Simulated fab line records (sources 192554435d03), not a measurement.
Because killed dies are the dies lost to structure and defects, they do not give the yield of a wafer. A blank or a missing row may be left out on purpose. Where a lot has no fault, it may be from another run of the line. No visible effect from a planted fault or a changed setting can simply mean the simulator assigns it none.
Chamber matching || flow n5 finfet || N5_BEOL_M9_ILD_DEP_00 on pecvd-02 has 3 sister chambers
The step deposits SiCOH lowk from DEMS/porogen, target thk 308.51 nm, time 58 s. 22 wafers are shown with their chamber, then 11 later ones without.

WAFERS PAIRED WITH THEIR CHAMBERS
{"wafer": "L075.3", "chamber": 0, "throttle valve pct (%)": 14.5, "showerhead plenum p Torr (Torr)": 5.708, "heater power w (W)": 286}
{"wafer": "L075.5", "chamber": 0, "throttle valve pct (%)": 14.2, "showerhead plenum p Torr (Torr)": 5.701, "heater power w (W)": 292}
{"wafer": "L075.6", "chamber": 2, "throttle valve pct (%)": 12.7, "showerhead plenum p Torr (Torr)": 5.744, "heater power w (W)": 320}
{"wafer": "L083.1", "chamber": 2, "throttle valve pct (%)": 12.8, "showerhead plenum p Torr (Torr)": 5.751, "heater power w (W)": 318}
{"wafer": "L083.3", "chamber": 0, "throttle valve pct (%)": 14.6, "showerhead plenum p Torr (Torr)": 5.714, "heater power w (W)": 253}
{"wafer": "L083.5", "chamber": 0, "throttle valve pct (%)": 14.5, "showerhead plenum p Torr (Torr)": 5.707, "heater power w (W)": 265}
{"wafer": "L082.3", "chamber": 2, "throttle valve pct (%)": 12.7, "showerhead plenum p Torr (Torr)": 5.757, "heater power w (W)": 274}
{"wafer": "L082.4", "chamber": 1, "throttle valve pct (%)": 14.2, "showerhead plenum p Torr (Torr)": 5.740, "heater power w (W)": 273}
{"wafer": "L082.5", "chamber": 0, "throttle valve pct (%)": 14.6, "showerhead plenum p Torr (Torr)": 5.708, "heater power w (W)": 283}
{"wafer": "L085.2", "chamber": 0, "throttle valve pct (%)": 14.3, "showerhead plenum p Torr (Torr)": 5.697, "heater power w (W)": 311}
{"wafer": "L085.4", "chamber": 1, "throttle valve pct (%)": 14.1, "showerhead plenum p Torr (Torr)": 5.754, "heater power w (W)": 314}
{"wafer": "L085.5", "chamber": 0, "throttle valve pct (%)": 14.6, "showerhead plenum p Torr (Torr)": 5.708, "heater power w (W)": 244}
{"wafer": "L086.2", "chamber": 2, "throttle valve pct (%)": 12.5, "showerhead plenum p Torr (Torr)": 5.742, "heater power w (W)": 259}
{"wafer": "L086.4", "chamber": 1, "throttle valve pct (%)": 14.1, "showerhead plenum p Torr (Torr)": 5.758, "heater power w (W)": 312}
{"wafer": "L086.6", "chamber": 2, "throttle valve pct (%)": 12.8, "showerhead plenum p Torr (Torr)": 5.748, "heater power w (W)": 277}
{"wafer": "L089.1", "chamber": 0, "throttle valve pct (%)": 14.5, "showerhead plenum p Torr (Torr)": 5.716, "heater power w (W)": 284}
{"wafer": "L089.3", "chamber": 2, "throttle valve pct (%)": 12.8, "showerhead plenum p Torr (Torr)": 5.734, "heater power w (W)": 310}
{"wafer": "L089.4", "chamber": 1, "throttle valve pct (%)": 14.0, "showerhead plenum p Torr (Torr)": 5.758, "heater power w (W)": 324}
{"wafer": "L090.1", "chamber": 1, "throttle valve pct (%)": 14.0, "showerhead plenum p Torr (Torr)": 5.756, "heater power w (W)": 264}
{"wafer": "L090.2", "chamber": 0, "throttle valve pct (%)": 14.7, "showerhead plenum p Torr (Torr)": 5.727, "heater power w (W)": 307}
{"wafer": "L090.3", "chamber": 1, "throttle valve pct (%)": 14.1, "showerhead plenum p Torr (Torr)": 5.747, "heater power w (W)": 278}
{"wafer": "L092.1", "chamber": 2, "throttle valve pct (%)": 12.9, "showerhead plenum p Torr (Torr)": 5.742, "heater power w (W)": 256}

SIGNATURES, as means of the wafers listed above
{"reading": "throttle valve pct", "chamber 0": 14.500, "chamber 1": 14.083, "chamber 2": 12.743, "scatter within a chamber": 0.131}
{"reading": "showerhead plenum p Torr", "chamber 0": 5.70956, "chamber 1": 5.75217, "chamber 2": 5.74543, "scatter within a chamber": 0.00794}
{"reading": "heater power w", "chamber 0": 280.56, "chamber 1": 294.17, "chamber 2": 287.71, "scatter within a chamber": 25.1}
Rule: for each reading, subtract the chamber's mean from the wafer's reading, divide by that reading's scatter and square the result; add these up over the readings and take the root, which gives the wafer's distance from the chamber. The wafer belongs to the nearest chamber; if the next one is less than 2 further off, it can't be placed. The scatter: take each reading less its chamber's mean, square it, sum over the shown wafers, divide by the number of wafers less the number of chambers, and take the root.

WAFERS MISSING THEIR CHAMBER
{"wafer": "L092.4", "throttle valve pct (%)": 14.4, "showerhead plenum p Torr (Torr)": 5.715, "heater power w (W)": 311}
{"wafer": "L092.5", "throttle valve pct (%)": 13.9, "showerhead plenum p Torr (Torr)": 5.757, "heater power w (W)": 328}
{"wafer": "L093.1", "throttle valve pct (%)": 14.0, "showerhead plenum p Torr (Torr)": 5.741, "heater power w (W)": 294}
{"wafer": "L093.2", "throttle valve pct (%)": 14.7, "showerhead plenum p Torr (Torr)": 5.708, "heater power w (W)": 287}
{"wafer": "L093.5", "throttle valve pct (%)": 14.1, "showerhead plenum p Torr (Torr)": 5.749, "heater power w (W)": 299}
{"wafer": "L094.2", "throttle valve pct (%)": 14.1, "showerhead plenum p Torr (Torr)": 5.764, "heater power w (W)": 305}
{"wafer": "L094.3", "throttle valve pct (%)": 12.9, "showerhead plenum p Torr (Torr)": 5.739, "heater power w (W)": 310}
{"wafer": "L094.5", "throttle valve pct (%)": 14.2, "showerhead plenum p Torr (Torr)": 5.764, "heater power w (W)": 316}
{"wafer": "L096.1", "throttle valve pct (%)": 14.6, "showerhead plenum p Torr (Torr)": 5.706, "heater power w (W)": 294}
{"wafer": "L096.2", "throttle valve pct (%)": 12.9, "showerhead plenum p Torr (Torr)": 5.755, "heater power w (W)": 314}
{"wafer": "L096.6", "throttle valve pct (%)": 14.3, "showerhead plenum p Torr (Torr)": 5.749, "heater power w (W)": 278}

WHICH CHAMBER EACH ONE RAN IN
{"wafer": "L092.4", "from the rows above": 0, "in truth": 0}
{"wafer": "L092.5", "from the rows above": 1, "in truth": 1}
{"wafer": "L093.1", "from the rows above": 1, "in truth": 1}
{"wafer": "L093.2", "from the rows above": 0, "in truth": 0}
{"wafer": "L093.5", "from the rows above": 1, "in truth": 1}
{"wafer": "L094.2", "from the rows above": 1, "in truth": 1}
{"wafer": "L094.3", "from the rows above": 2, "in truth": 2}
{"wafer": "L094.5", "from the rows above": 1, "in truth": 1}
{"wafer": "L096.1", "from the rows above": 0, "in truth": 0}
{"wafer": "L096.2", "from the rows above": 2, "in truth": 2}
{"wafer": "L096.6", "from the rows above": 1, "in truth": 1}
Placed correctly: 11 of 11. Left unplaced by these rows: 0. 0 placed wrongly.
